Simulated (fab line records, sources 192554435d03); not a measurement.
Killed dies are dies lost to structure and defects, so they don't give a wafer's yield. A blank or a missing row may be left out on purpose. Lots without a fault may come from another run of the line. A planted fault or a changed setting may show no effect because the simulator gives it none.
fab line records | flow n5_finfet
record lots=7 wafers=39
route steps=1938 shown FIN_SAQP@147 DUMMY_GATE@248 SD_EPI_N@267 MOL_CONTACT_COAG@535
start_h: hours from the record's first day to the start of the lot's first wafer shown | wait_h: hours since the lot's step before | " the same as in the row above | L1.1+2: a row that stands for several wafers | - no value, or no start given | * or withheld: withheld | < > ~ a bound
route shown NAME@n: a module of which the file shows steps, and the number in the route of the first | usual: mean/standard deviation of fault-free wafers | same: alike in all rows | chamber/n: place in a boat | sites: the reading at each site | _std_site: their standard deviation | _edge_site: outer sites' mean less inner sites' | radius_mm: how far each site lies from the wafer's centre | mask NAME#n: copy n | behind: the tool/chamber that last shaped the wafer | hold: why the lot was held/for how many hours/how that ended | device: the transistor (n, p or np) that didn't switch | end of line: the same wafers' tests at the end of the route | a step without rows: its recipe alone | killed: dies lost to structure and defects at the first sort, not the wafer's yield | map: a wafer's dies, x killed, . not, _ none there
set.NAME: the setting as run; set.NAME@STEP: as run at that earlier step | model.NAME: the simulator's own value behind a step, which no gauge read
lots whose settings were changed on purpose; a table a step, a row a wafer
## steps
# step N5_FIN_SAQP_FIN_ETCH_36
# recipe chemistry=HBr/Cl2/O2 target_depth_a=1200 mask_material=SiNx time_s=50.4 bias_w=102 pressure_mtorr=10 icp_w=800 HBr_flow_sccm=150 Cl2_flow_sccm=80 O2_flow_sccm=12
# columns lot.wafer tool chamber start_h wait_h set.icp_w model.etch.depth_nm model.FIN_SAQP.feature_depth_nm
L076.1 rie_si-01 2 39.17 0.0 800 120.5 120.6
L076.2 " 0 " " 800 119.3 119.2
L076.3 " 1 " " 800 120.9 121
L076.4 " 3 " " 800 119.6 119.6
L076.5 " 0 " " 800 118.9 118.8
L076.6 " 1 " " 800 120.9 120.8
L080.1 rie_si-02 2 61.54 0.0 800 120.3 120.4
L080.2 " 1 " " 800 119.8 119.8
L080.3 " 3 " " 800 118.4 118.4
L080.4 " 1 " " 800 119.2 119.2
L080.5 " 2 " " 800 119.5 119.6
L080.6 " 3 " " 800 116.8 116.8
L085.2 rie_si-01 1 92.33 0.0 800 123 123
L085.3 " 2 " " 800 121.9 121.8
L085.5 " 3 " " 800 120.6 120.6
L087.1 rie_si-02 0 105.02 0.0 923.9 130.4 130.4
L087.2 " 3 " " 923.9 126.8 126.8
L087.3 " 1 " " 800 119.5 119.4
L087.4 " 2 " " 923.9 127.6 127.6
L087.5 " 3 " " 800 118.1 118
L087.6 " 0 " " 800 122.1 122.2
L088.1+6 rie_si-04 3,1 109.64 0.0 800 120.5 120.4
L088.2 " 0 " " 800 119.4 119.4
L088.3 " 1 " " 946.6 130.2 130.2
L088.4 " 2 " " 946.6 129.8 129.8
L088.5 " 0 " " 946.6 128.8 128.8
L091.1 rie_si-01 1 127.81 0.0 800 121.1 121.2
L091.2 " 2 " " 922.1 129.2 129.2
L091.3 " 3 " " 922.1 128.6 128.6
L091.4 " 0 " " 800 119.1 119
L091.5 " 1 " " 922.1 129.1 129.2
L091.6 " 2 " " 800 122.8 122.8
L096.1 rie_si-04 3 157.97 0.0 800 123.7 123.8
L096.2 " 1 " " 682.6 112.6 112.6
L096.3 " 0 " " 800 121 121
L096.4 " 2 " " 682.6 111.8 111.8
L096.5 " 1 " " 800 121.1 121.2
L096.6 " 2 " " 682.6 111.9 111.8
# step N5_FIN_SAQP_PRECLEAN_38
# recipe chemistry=O3/DIW time_s=45 temp_c=22 o3_ppm=10
# step N5_FIN_SAQP_PRECLEAN_45
# recipe chemistry=dHF time_s=10 dilution=500:1 temp_c=25
# step N5_FIN_SAQP_SRD_39
# recipe dry=ipa_marangoni time_s=30 temp_c=23 rinse_liquid=diw
# step N5_FIN_SAQP_OCD_MEAS_76
# usual trench_depth_nm=120.0/1.3
# columns lot.wafer tool chamber start_h wait_h set.icp_w@FIN_SAQP_FIN_ETCH_36 trench_depth_nm
L076.1 ocd-01 - 39.40 0.0 800 120.4
L076.2 " - " " 800 119.7
L076.3 " - " " 800 120.8
L076.4 " - " " 800 119.4
L076.5 " - " " 800 118.3
L076.6 " - " " 800 120.8
L080.1 ocd-02 - 61.77 0.0 800 120.0
L080.2 " - " " 800 119.7
L080.3 " - " " 800 117.9
L080.4 " - " " 800 119.0
L080.5 " - " " 800 119.7
L080.6 " - " " 800 117.2
L085.2 ocd-01 - 92.59 0.0 800 122.8
L085.3 " - " " 800 122.2
L085.5 " - " " 800 120.5
L087.1 ocd-02 - 105.24 0.0 923.9 130.7
L087.2 " - " " 923.9 126.6
L087.3 " - " " 800 119.2
L087.4 " - " " 923.9 127.3
L087.5 " - " " 800 118.4
L087.6 " - " " 800 122.0
L088.1 ocd-02 - 109.86 0.0 800 120.6
L088.2 " - " " 800 119.6
L088.3 " - " " 946.6 130.7
L088.4 " - " " 946.6 129.7
L088.5 " - " " 946.6 129.0
L088.6 " - " " 800 120.0
L091.1 ocd-01 - 128.03 0.0 800 121.1
L091.2 " - " " 922.1 129.6
L091.3 " - " " 922.1 129.1
L091.4 " - " " 800 118.7
L091.5 " - " " 922.1 128.9
L091.6 " - " " 800 122.8
L096.1 ocd-01 - 158.19 0.0 800 123.1
L096.2 " - " " 682.6 112.2
L096.3 " - " " 800 121.1
L096.4 " - " " 682.6 111.9
L096.5 " - " " 800 121.4
L096.6 " - " " 682.6 111.5
# step N5_DUMMY_GATE_ETCH_44
# recipe chemistry=HBr/O2 over_etch_frac=0.7 target_depth_a=1275 stop_on=SiO2 ion_energy_ev=60 bias_w=20 target=poly-Si mask_material=SiO2 pressure_mtorr=20 icp_w=400 HBr_flow_sccm=120 O2_flow_sccm=10
# usual oes_product_au=0.728/0.013
# columns lot.wafer tool chamber start_h wait_h set.target_depth_a oes_product_au
L076.1 rie_si-05 0 61.55 0.0 1382 0.710
L076.2 " 3 " " 1275 0.725
L076.3 " 2 " " 1382 0.672
L076.4 " 1 " " 1275 0.714
L076.5 " 3 " " 1275 0.722
L076.6 " 0 " " 1382 0.704
L080.1 rie_si-06 0 83.42 0.0 1275 0.745
L080.2 " 3 " " 1275 0.728
L080.3 " 1 " " 1205 0.758
L080.4 " 2 " " 1275 0.725
L080.5 " 3 " " 1205 0.751
L080.6 " 2 " " 1205 0.740
L085.2 rie_si-05 0 113.66 0.0 1275 0.738
L085.3 " 1 " " 1275 0.732
L085.5 " 1 " " 1275 0.727
L087.1 rie_si-05 2 124.81 0.0 1275 0.723
L087.2 " 0 " " 1128 0.798
L087.3 " 1 " " 1128 0.779
L087.4 " 3 " " 1128 0.779
L087.5 " 0 " " 1275 0.734
L087.6 " 1 " " 1275 0.732
L088.1 rie_si-03 0 132.21 0.0 1275 0.717
L088.2 " 2 " " 1275 0.725
L088.3 " 1 " " 1440 0.687
L088.4 " 3 " " 1275 0.728
L088.5 " 3 " " 1440 0.693
L088.6 " 0 " " 1440 0.691
L091.1 rie_si-03 2 168.54 0.0 1275 0.738
L091.2 " 0 " " 1275 0.730
L091.3 " 1 " " 1275 0.724
L091.4 " 3 " " 1146 0.772
L091.5 " 1 " " 1146 0.772
L091.6 " 0 " " 1146 0.777
L096.1 rie_si-03 1 214.07 0.0 1275 0.731
L096.2 " 3 " " 1128 0.793
L096.3 " 0 " " 1128 0.786
L096.4 " 2 " " 1275 0.708
L096.5 " 3 " " 1275 0.720
L096.6 " 0 " " 1128 0.780
# step N5_DUMMY_GATE_ETCH_42
# recipe chemistry=CHF3/O2 target=SiO2 target_depth_a=35 time_s=31 ion_energy_ev=30 bias_w=12 pressure_mtorr=30 source_w=600 Ar_flow_sccm=200 CHF3_flow_sccm=50 O2_flow_sccm=5
# usual rf_vpp_V=42.4/0.85
# columns lot.wafer tool chamber start_h wait_h set.bias_w rf_vpp_V
L076.1 rie_diel-02 0 61.70 0.0 12 42.8
L076.2 " 1 " " 12 42.1
L076.3 " 2 " " 12 42.6
L076.4 " 3 " " 12 41.6
L076.5 " 0 " " 12 43.1
L076.6 " 3 " " 12 41.1
L080.1 rie_diel-03 3 83.73 0.2 12 43.1
L080.2 " 1 " " 13.84 46.0
L080.3 " 0 " " 12 42.6
L080.4 " 2 " " 13.84 46.7
L080.5 " 2 " " 13.84 46.7
L080.6 " 3 " " 12 42.3
L085.2 rie_diel-02 3 113.82 0.0 12 41.0
L085.3 " 0 " " 12 42.9
L085.5 " 0 " " 12 43.0
L087.1 rie_diel-02 1 124.97 0.0 12 41.8
L087.2 " 3 " " 12 41.4
L087.3 " 0 " " 12 43.4
L087.4 " 2 " " 10.48 39.1
L087.5 " 0 " " 10.48 39.1
L087.6 " 3 " " 10.48 35.6
L088.1 rie_diel-02 2 132.38 0.0 14.17 47.8
L088.2 " 3 " " 12 42.7
L088.3 " 1 " " 12 41.5
L088.4 " 0 " " 14.17 48.9
L088.5 " 3 " " 14.17 47.6
L088.6 " 0 " " 12 43.0
L091.1 rie_diel-02 1 168.72 0.1 12 43.8
L091.2 " 2 " " 10.3 39.4
L091.3 " 3 " " 10.3 37.1
L091.4 " 0 " " 10.3 38.0
L091.5 " 2 " " 12 41.7
L091.6 " 3 " " 12 41.4
L096.1 rie_diel-05 3 214.37 0.2 12 42.8
L096.2 " 0 " " 12 40.7
L096.3 " 2 " " 12 42.1
L096.4 " 2 " " 12 43.9
L096.5 " 3 " " 12 43.5
L096.6 " 0 " " 12 40.0
# step N5_SD_EPI_N_EXPOSE_06
# recipe mask_id=SD_N_BLK na=1.35 source_shape=conventional sigma_outer=0.8 polarization=unpolarized target_cd_nm=120 dose_mj=39.75
# columns lot.wafer tool chamber start_h wait_h mask set.dose_mj
L076.1+5+6 arfi_scanner-02 0 62.69 - SD_N_BLK#0 39.75
L076.2+3+4 " 0 " " SD_N_BLK#0 37.07
L080.1+3+5 arfi_scanner-02 0 84.99 - SD_N_BLK#0 39.75
L080.2+4+6 " 0 " " SD_N_BLK#0 42.28
L085.2+3+5 arfi_scanner-03 0 115.76 - SD_N_BLK#0 39.75
L087.1+2+3+4+5+6 arfi_scanner-01 0 126.39 - SD_N_BLK#0 39.75
L088.1+3+4 arfi_scanner-01 0 133.36 - SD_N_BLK#0 39.75
L088.2+5+6 " 0 " " SD_N_BLK#0 40.61
L091.1+3+5 arfi_scanner-01 0 169.88 - SD_N_BLK#0 41.49
L091.2+4+6 " 0 " " SD_N_BLK#0 39.75
L096.1+4+6 arfi_scanner-02 0 215.36 - SD_N_BLK#0 37.72
L096.2+3+5 " 0 " " SD_N_BLK#0 39.75
# step N5_SD_EPI_N_PEB_07
# recipe peb_temp_c=110 peb_time_s=60 resist=CAR-ArF-block
# step N5_SD_EPI_N_DEVELOP_08
# recipe develop_time_s=30 developer=TMAH resist=CAR-ArF-block dev_temp_c=23 rinse_liquid=diw dry=air_spin
# step N5_SD_EPI_N_CD_MEAS_09
# recipe target_cd_nm=120 landing_energy_ev=500 detector=se_inlens
# usual cd_nm=120.2/0.52
# columns lot.wafer tool chamber start_h wait_h set.dose_mj@SD_EPI_N_EXPOSE_06 cd_nm
L076.1 cd_sem-01 0 62.82 - 39.75 120.3
L076.2 " 0 " " 37.07 115.3
L076.3 " 0 " " 37.07 115.6
L076.4 " 0 " " 37.07 115.3
L076.5 " 0 " " 39.75 121.0
L076.6 " 0 " " 39.75 120.5
L080.1 cd_sem-02 0 85.12 - 39.75 119.7
L080.2 " 0 " " 42.28 124.6
L080.3 " 0 " " 39.75 119.1
L080.4 " 0 " " 42.28 123.8
L080.5 " 0 " " 39.75 120.2
L080.6 " 0 " " 42.28 124.2
L085.2 cd_sem-01 0 115.88 - 39.75 120.2
L085.3 " 0 " " 39.75 119.9
L085.5 " 0 " " 39.75 119.6
L087.1 cd_sem-01 0 126.51 - 39.75 119.9
L087.2 " 0 " " 39.75 119.3
L087.3 " 0 " " 39.75 119.8
L087.4 " 0 " " 39.75 119.9
L087.5 " 0 " " 39.75 120.2
L087.6 " 0 " " 39.75 120.1
L088.1 cd_sem-02 0 133.49 - 39.75 119.9
L088.2 " 0 " " 40.61 121.9
L088.3 " 0 " " 39.75 120.7
L088.4 " 0 " " 39.75 120.2
L088.5 " 0 " " 40.61 121.4
L088.6 " 0 " " 40.61 121.9
L091.1 cd_sem-02 0 170.01 - 41.49 123.0
L091.2 " 0 " " 39.75 120.6
L091.3 " 0 " " 41.49 123.1
L091.4 " 0 " " 39.75 120.2
L091.5 " 0 " " 41.49 123.1
L091.6 " 0 " " 39.75 120.8
L096.1 cd_sem-03 0 215.49 - 37.72 117.4
L096.2 " 0 " " 39.75 120.3
L096.3 " 0 " " 39.75 120.4
L096.4 " 0 " " 37.72 117.8
L096.5 " 0 " " 39.75 120.7
L096.6 " 0 " " 37.72 117.2
# step N5_SD_EPI_N_DESCUM_14
# recipe chemistry=O2 time_s=7.9 source_power_w=50 bias_power_w=20 pressure_mtorr=20 rf_frequency_hz=2.712e+07 temp_c=40 resist=CAR-ArF-block o2_flow_sccm=225
# columns lot.wafer tool chamber start_h wait_h set.dose_mj@SD_EPI_N_EXPOSE_06 model.SD_EPI_N.cd_nm
L076.1+5 rie_diel-04 2,0 62.91 0.0 39.75 120.4
L076.2+3 " 0,1 " " 37.07 115.4
L076.4 " 3 " " 37.07 115.2
L076.6 " 1 " " 39.75 120.6
L080.1 rie_diel-06 0 85.21 0.0 39.75 119.6
L080.2 " 2 " " 42.28 124.4
L080.3 " 1 " " 39.75 119.4
L080.4 " 3 " " 42.28 123.4
L080.5 " 2 " " 39.75 120
L080.6 " 3 " " 42.28 123.8
L085.2 rie_diel-06 1 116.06 0.1 39.75 120.4
L085.3 " 2 " " 39.75 120
L085.5 " 2 " " 39.75 119.8
L087.1+5 rie_diel-01 0,2 127.05 0.5 39.75 120
L087.2 " 2 " " 39.75 119.4
L087.3 " 3 " " 39.75 119.8
L087.4+6 " 1 " " 39.75 120.2
L088.1 rie_diel-01 2 133.58 0.0 39.75 119.8
L088.2 " 0 " " 40.61 122
L088.3 " 3 " " 39.75 120.2
L088.4 " 1 " " 39.75 120.6
L088.5 " 0 " " 40.61 121
L088.6 " 1 " " 40.61 121.8
L091.1+3 rie_diel-04 3,2 170.09 0.0 41.49 122.8
L091.2 " 1 " " 39.75 120.4
L091.4 " 0 " " 39.75 120
L091.5 " 2 " " 41.49 123.2
L091.6 " 1 " " 39.75 120.8
L096.1 rie_diel-01 0 215.61 0.1 37.72 117.4
L096.2 " 1 " " 39.75 120.6
L096.3 " 3 " " 39.75 120.4
L096.4 " 2 " " 37.72 117.6
L096.5 " 3 " " 39.75 120.8
L096.6 " 0 " " 37.72 117.2
# step N5_SD_EPI_N_ETCH_34
# recipe chemistry=CF4 target=SiARC target_depth_a=455 mask_material=CAR-ArF-block time_s=75.8 ion_energy_ev=80 pressure_mtorr=40 source_w=545 bias_w=36 Ar_flow_sccm=100 cf4_flow_sccm=100 ends=cleared
# columns lot.wafer tool chamber start_h wait_h set.dose_mj@SD_EPI_N_EXPOSE_06 model.SD_EPI_N.cd_nm
L076.1+5 rie_diel-04 2,0 62.94 0.0 39.75 120.2
L076.2+3 " 0,1 " " 37.07 115.4
L076.4 " 3 " " 37.07 115
L076.6 " 1 " " 39.75 120.6
L080.1+3 rie_diel-06 0,1 85.24 0.0 39.75 119.4
L080.2 " 2 " " 42.28 124.6
L080.4 " 3 " " 42.28 123.6
L080.5 " 2 " " 39.75 120.2
L080.6 " 3 " " 42.28 124
L085.2 rie_diel-06 1 116.09 0.0 39.75 120.2
L085.3 " 2 " " 39.75 120
L085.5 " 2 " " 39.75 119.6
L087.1+4+5+6 rie_diel-01 0,1,2,1 127.09 0.0 39.75 120.2
L087.2 " 2 " " 39.75 119.4
L087.3 " 3 " " 39.75 119.8
L088.1+3 rie_diel-01 2,3 133.61 0.0 39.75 120
L088.2 " 0 " " 40.61 122.2
L088.4 " 1 " " 39.75 120.8
L088.5 " 0 " " 40.61 121.2
L088.6 " 1 " " 40.61 121.6
L091.1+5 rie_diel-04 3,2 170.13 0.0 41.49 123
L091.2 " 1 " " 39.75 120.6
L091.3 " 2 " " 41.49 122.6
L091.4 " 0 " " 39.75 120
L091.6 " 1 " " 39.75 120.8
L096.1 rie_diel-01 0 215.64 0.0 37.72 117.4
L096.2+3 " 1,3 " " 39.75 120.4
L096.4 " 2 " " 37.72 117.8
L096.5 " 3 " " 39.75 120.6
L096.6 " 0 " " 37.72 117.2
# step N5_SD_EPI_N_ETCH_35
# recipe chemistry=N2/H2 target=SOC overetch_a=1080 mask_material=SiARC temp_c=40 ion_energy_ev=100 source_w=3000 bias_w=133 pressure_mtorr=20 time_s=486 n2_flow_sccm=200 h2_flow_sccm=200
# columns lot.wafer tool chamber start_h wait_h set.dose_mj@SD_EPI_N_EXPOSE_06 model.SD_EPI_N.cd_nm
L076.1 rie_diel-04 2 63.00 0.0 39.75 120
L076.2+4 " 0,3 " " 37.07 115.2
L076.3 " 1 " " 37.07 116.4
L076.5 " 0 " " 39.75 120.4
L076.6 " 1 " " 39.75 120.6
L080.1 rie_diel-06 0 85.30 0.0 39.75 119.6
L080.2 " 2 " " 42.28 124.6
L080.3 " 1 " " 39.75 120
L080.4 " 3 " " 42.28 123
L080.5 " 2 " " 39.75 120.8
L080.6 " 3 " " 42.28 124.2
L085.2 rie_diel-06 1 116.15 0.0 39.75 121.2
L085.3 " 2 " " 39.75 120.2
L085.5 " 2 " " 39.75 120
L087.1 rie_diel-01 0 127.14 0.0 39.75 121.2
L087.2 " 2 " " 39.75 120.6
L087.3 " 3 " " 39.75 120.4
L087.4 " 1 " " 39.75 121.8
L087.5 " 2 " " 39.75 121.4
L087.6 " 1 " " 39.75 121.6
L088.1 rie_diel-01 2 133.67 0.0 39.75 120.6
L088.2 " 0 " " 40.61 123.8
L088.3 " 3 " " 39.75 120.8
L088.4 " 1 " " 39.75 121.4
L088.5 " 0 " " 40.61 123
L088.6 " 1 " " 40.61 122.6
L091.1 rie_diel-04 3 170.19 0.0 41.49 124.2
L091.2+4 " 1,0 " " 39.75 121.6
L091.3 " 2 " " 41.49 124
L091.5 " 2 " " 41.49 124.6
L091.6 " 1 " " 39.75 122.4
L096.1+6 rie_diel-01 0 215.70 0.0 37.72 118
L096.2 " 1 " " 39.75 121
L096.3+5 " 3 " " 39.75 120.6
L096.4 " 2 " " 37.72 118.2
# step N5_SD_EPI_N_STRIP_36
# recipe chemistry=N2/H2 temp_c=40 n2_flow_sccm=200 h2_flow_sccm=200 rf_frequency_hz=6e+07
# step N5_SD_EPI_N_ETCHBACK_44
# recipe chemistry=CH3F/O2 mode=anisotropic_etchback target=SiNx target_depth_a=145 stop_on=SiO2 over_etch_frac=0.3 ion_energy_ev=120 pressure_mtorr=30 source_w=395 bias_w=73 Ar_flow_sccm=150 CH3F_flow_sccm=30 O2_flow_sccm=20
# step N5_SD_EPI_N_ETCH_45
# recipe chemistry=CH3F/O2 target=SiOCN target_depth_a=60 mask_material=SOC ion_energy_ev=60 bias_w=29 pressure_mtorr=15 source_w=410 Ar_flow_sccm=150 CH3F_flow_sccm=30 O2_flow_sccm=20
# columns lot.wafer tool chamber start_h wait_h set.dose_mj@SD_EPI_N_EXPOSE_06 model.SD_EPI_N.cd_nm
L076.1 rie_diel-04 2 63.42 0.1 39.75 120
L076.2+4 " 0,3 " " 37.07 115.2
L076.3 " 1 " " 37.07 116.4
L076.5+6 " 0,1 " " 39.75 120.6
L080.1 rie_diel-06 0 85.72 0.1 39.75 119.6
L080.2 " 2 " " 42.28 124.6
L080.3 " 1 " " 39.75 120
L080.4 " 3 " " 42.28 123
L080.5 " 2 " " 39.75 120.6
L080.6 " 3 " " 42.28 124.2
L085.2 rie_diel-06 1 116.58 0.1 39.75 121.2
L085.3 " 2 " " 39.75 120.2
L085.5 " 2 " " 39.75 119.8
L087.1 rie_diel-01 0 127.57 0.1 39.75 121.2
L087.2+3 " 2,3 " " 39.75 120.6
L087.4+6 " 1 " " 39.75 121.6
L087.5 " 2 " " 39.75 121.4
L088.1 rie_diel-01 2 134.09 0.1 39.75 120.6
L088.2 " 0 " " 40.61 123.6
L088.3 " 3 " " 39.75 120.8
L088.4 " 1 " " 39.75 121.2
L088.5 " 0 " " 40.61 123
L088.6 " 1 " " 40.61 122.4
L091.1 rie_diel-04 3 170.61 0.1 41.49 124.2
L091.2+4 " 1,0 " " 39.75 121.6
L091.3 " 2 " " 41.49 124
L091.5 " 2 " " 41.49 124.6
L091.6 " 1 " " 39.75 122.4
L096.1+6 rie_diel-01 0 216.12 0.1 37.72 118
L096.2 " 1 " " 39.75 121
L096.3+5 " 3 " " 39.75 120.6
L096.4 " 2 " " 37.72 118.2
# step N5_MOL_CONTACT_COAG_CONTACT_ETCH_14
# recipe chemistry=C4F6/O2 target=SiO2 target_depth_a=275 overetch_a=85 mask_material=SOC pressure_mtorr=30 source_w=370 bias_w=185 Ar_flow_sccm=300 C4F6_flow_sccm=16 O2_flow_sccm=10 time_s=20 ion_energy_ev=259.6
# usual rf_vpp_V=694.1/2.7
# columns lot.wafer tool chamber start_h wait_h set.source_w rf_vpp_V
L076.1 rie_diel-04 0 104.20 0.0 414.9 660.8
L076.2 " 2 " " 370 694.1
L076.3 " 3 " " 370 696.2
L076.4 " 1 " " 414.9 671.4
L076.5 " 3 " " 414.9 675.8
L076.6 " 0 " " 370 686.8
L080.1 rie_diel-01 2 122.84 0.0 370 689.8
L080.2 " 1 " " 393.7 679.6
L080.3 " 3 " " 393.7 679.4
L080.4 " 0 " " 393.7 689.3
L080.5 " 1 " " 370 693.8
L080.6 " 2 " " 370 690.8
L085.2 rie_diel-01 0 171.16 0.0 370 697.1
L085.3 " 2 " " 370 689.5
L085.5 " 1 " " 370 693.6
L087.1 rie_diel-01 2 174.48 0.0 403.8 670.7
L087.2 " 1 " " 403.8 673.8
L087.3 " 3 " " 370 692.0
L087.4 " 0 " " 403.8 683.3
L087.5 " 0 " " 370 697.4
L087.6 " 1 " " 370 693.1
L088.1 rie_diel-06 2 175.63 0.0 338.5 714.4
L088.2 " 0 " " 370 691.8
L088.3 " 3 " " 370 693.5
L088.4 " 1 " " 338.5 713.2
L088.5 " 1 " " 370 694.2
L088.6 " 0 " " 338.5 710.3
L091.1 rie_diel-01 0 218.05 0.0 370 698.7
L091.2 " 1 " " 370 693.1
L091.3 " 3 " " 370 692.0
L091.4 " 2 " " 370 691.1
L091.5 " 1 " " 370 694.3
L091.6 " 0 " " 370 697.4
L096.1 rie_diel-01 0 256.77 0.0 424.5 673.8
L096.2 " 2 " " 424.5 660.2
L096.3 " 1 " " 370 693.2
L096.4 " 3 " " 370 694.3
L096.5 " 0 " " 370 697.5
L096.6 " 1 " " 424.5 663.3
## key
split step=N5_FIN_SAQP_FIN_ETCH_36 setting=icp_w stated=800 by=wafer
response step=N5_FIN_SAQP_FIN_ETCH_36 reading=model.etch.depth_nm change=+0.557 per=1% r=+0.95
response step=N5_FIN_SAQP_FIN_ETCH_36 reading=model.FIN_SAQP.feature_depth_nm change=+0.559 per=1% r=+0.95
response step=N5_FIN_SAQP_OCD_MEAS_76 reading=trench_depth_nm change=+0.568 per=1% r=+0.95
split step=N5_DUMMY_GATE_ETCH_44 setting=target_depth_a stated=1275 by=wafer
response step=N5_DUMMY_GATE_ETCH_44 reading=oes_product_au change=-0.00407 per=1% r=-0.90
split step=N5_DUMMY_GATE_ETCH_42 setting=bias_w stated=12 by=wafer
response step=N5_DUMMY_GATE_ETCH_42 reading=rf_vpp_V change=+0.296 per=1% r=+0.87
split step=N5_SD_EPI_N_EXPOSE_06 setting=dose_mj stated=39.75 by=wafer
response step=N5_SD_EPI_N_CD_MEAS_09 reading=cd_nm change=+0.69 per=1% r=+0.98
response step=N5_SD_EPI_N_DESCUM_14 reading=model.SD_EPI_N.cd_nm change=+0.676 per=1% r=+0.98
response step=N5_SD_EPI_N_ETCH_34 reading=model.SD_EPI_N.cd_nm change=+0.67 per=1% r=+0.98
response step=N5_SD_EPI_N_ETCH_35 reading=model.SD_EPI_N.cd_nm change=+0.625 per=1% r=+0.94
response step=N5_SD_EPI_N_ETCH_45 reading=model.SD_EPI_N.cd_nm change=+0.631 per=1% r=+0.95
split step=N5_MOL_CONTACT_COAG_CONTACT_ETCH_14 setting=source_w stated=370 by=wafer
response step=N5_MOL_CONTACT_COAG_CONTACT_ETCH_14 reading=rf_vpp_V change=-1.96 per=1% r=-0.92
